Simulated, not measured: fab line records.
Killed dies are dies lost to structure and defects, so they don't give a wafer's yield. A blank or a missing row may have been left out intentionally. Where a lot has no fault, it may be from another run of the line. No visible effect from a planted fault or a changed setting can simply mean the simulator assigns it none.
Struck lot and sound lot, side by side | flow n5Finfet | 37 out of 1938 route steps
Sound: these wafers, L314.2, L314.4, L314.6. Wafers L311.1, L311.2, L311.4 were the ones struck. The cause is given at the end.
At each step with rows: each side's tool, then ch and its chambers, then its first start. Under that, the readings that differ: sound wafers | struck wafers | difference of the means | sigmas: that difference in standard deviations of wafers without a fault.
alike: readings with means less than 2 such deviations apart, plus words and numbers identical on both sides. not compared: withheld readings, readings lacking a value on some wafer, bounds such as >300 that could conceal the same value, and numbers that have no deviation in the record and whose values overlap.
Wherever a step has rows on one side only, a row that says differs or no value, or a row with sigmas, the two part there. Numbers that don't overlap but have no deviation are shown without sigmas and don't part them. A reading missing from all wafers of one side parts the sides only when that side holds two or more wafers.

first, 9 steps without rows for these wafers: N5_BEOL_M4_ANNEAL_95 (time 240 s); N5_BEOL_M4_SPUTTER_96 (material Cu, target thk 4.5 nm, time 8.29 s); N5_BEOL_M4_ECD_50 (material Cu, target thk 300 nm); N5_BEOL_M4_ANNEAL_51 (time 90 s); N5_BEOL_M4_CMP_52 (polishes, stops on SiOC, t overpolish 6.8 s, target thk 40 nm); N5_BEOL_M4_PRE_CLEAN_60 (time 15 s); N5_BEOL_M4_CO_CAP_55 (material Co, precursor CCTBA/H2, target thk 2 nm, time 102.1 s); N5_BEOL_M4_PRE_CLEAN_56 (time 15 s); N5_BEOL_M4_DEP_57 (deposits SiCN from 3MS/NH3, target thk 8 nm, time 14 s).
N5_BEOL_M4_RC_MEAS_101:
  sound on prober-01 ch 0, day 10 11:26; struck on prober-02 ch 0, day 10 06:02
  alike: DIBL_N, DIBL_P, IOFF_N, IOFF_P, ION_N, ION_P, SS_N, SS_P, VT_N, VT_P
then, 24 steps without rows for these wafers: N5_BEOL_M5_ILD_DEP_00 (deposits SiCOH lowk from DEMS/porogen, target thk 140.64 nm, time 25.9 s); N5_BEOL_M5_CURE_79 (cures SiCOH lowk, time 240 s); N5_BEOL_M5_PECVD_70 (deposits SiO2 from TEOS/O2, target thk 16 nm, time 18 s); N5_BEOL_M5_HM_DEP_02 (deposits TiN, target thk 20 nm); N5_BEOL_M5_COAT_59 (time 60 s, resist thk 60 nm); N5_BEOL_M5_COAT_60 (time 60 s, resist thk 12 nm); N5_BEOL_M5_COAT_71 (time 60 s, resist thk 5 nm); N5_BEOL_M5_COAT_05 (resist thk 30 nm); N5_BEOL_M5_EBR_07; N5_BEOL_M5_SOFTBAKE_06 (time 60 s); N5_BEOL_M5_EXPOSE_08 (exposes mask M5, target cd 28 nm); N5_BEOL_M5_PEB_09 (peb time 60 s); N5_BEOL_M5_DEVELOP_10 (develop time 30 s); N5_BEOL_M5_DESCUM_16 (chemistry O2, time 7 s); N5_BEOL_M5_ETCH_72 (etches underlayer in N2/H2, target depth 6.5 nm, time 5.2 s); N5_BEOL_M5_ETCH_61 (etches SiARC in CF4, target depth 15.6 nm, time 26 s); N5_BEOL_M5_ETCH_62 (etches SOC in N2/H2, target depth 75 nm, overetch 15 nm, time 112.5 s); N5_BEOL_M5_STRIP_63 (strips in N2/H2); N5_BEOL_M5_STRIP_73 (strips in N2/H2); N5_BEOL_M5_STRIP_64 (strips in CF4); N5_BEOL_M5_HM_OPEN_17 (chemistry Cl2/BCl3, target TiN, target depth 20 nm, overetch 6 nm); N5_BEOL_M5_STRIP_19 (strips in O2); N5_BEOL_M5_COAT_65 (time 60 s, resist thk 60 nm); N5_BEOL_M5_COAT_66 (time 60 s, resist thk 12 nm).
-- here the record skips 3 days between the struck wafers' starts before and after, leaving off in module BEOL_M5 and picking up in module BEOL_M15 (first step shown: number 1814 of the route) --
N5_BEOL_M15_ETCH_38: etches SiCN in CF4/N2, target depth 106.4 nm, time 120.5 s.
  sound on rieDiel-04 ch 2,3, day 14 01:44; struck on rieDiel-04 ch 1,2,3, day 13 17:04
  no value came back on the struck wafers for any of 7 readings (biasW (W), cf4FlowSccm (sccm) and others); on the sound wafers biasW (W) reads 69.69 70.06 70.16
reading                                      | sound          | struck         | difference | sigmas
model.SiO2_of_BEOL_M15_ILD_DEP_00.thkNm (nm) | 1548 1583 1558 | 1618 1623 1658 | +70        | 
  not compared: rfHoursCounterH
N5_BEOL_M15_CMP_49: polishes, stops on SiO2, t overpolish 4.9 s, target thk 850 nm.
  sound on cmp-01 ch 1,2, day 14 03:43; struck on cmp-01 ch 0,2,3, day 13 19:01
reading                                      | sound          | struck         | difference | sigmas
model.SiO2_of_BEOL_M15_ILD_DEP_00.thkNm (nm) | 1533 1568 1543 | 1603 1608 1643 | +70        | 
  alike: motorCurrentA
N5_PASSIVATION_PROBE_49:
  struck on prober-02, day 14 11:37; sound on prober-02, day 14 21:26
reading                 | sound          | struck         | difference | sigmas
defectLimitedYield (%)  | 93.9 89.8 94.1 | 0 0 0          | -93        | -62
killed_at_M4_up         | 7 16 10        | 1088 1115 1111 | +1094      | +99 or more
killedDies              | 72 120 70      | 1180 1180 1180 | +1093      | +61
killedOnRim             | 14 9 7         | 152 152 152    | +142       | +36
sort_bin_5_function (%) | 3.9 6.3 3.4    | 95.9 97.8 97.5 | +92.5      | +93
sortNPass               | 1108 1060 1110 | 0 0 0          | -1093      | -61
sortYieldPct (%)        | 93.9 89.8 94.1 | 0 0 0          | -93        | -62
  alike: killed_at_M0_to_M3, killedAtContacts, killedAtFrontEnd, killedAtOther, killedOpen, killedShort, sort_bin_6_memory

## WHERE THEY PART
At N5_BEOL_M15_ETCH_38 first; at N5_PASSIVATION_PROBE_49 last (within this record only).

WHY: the cause the simulator had injected
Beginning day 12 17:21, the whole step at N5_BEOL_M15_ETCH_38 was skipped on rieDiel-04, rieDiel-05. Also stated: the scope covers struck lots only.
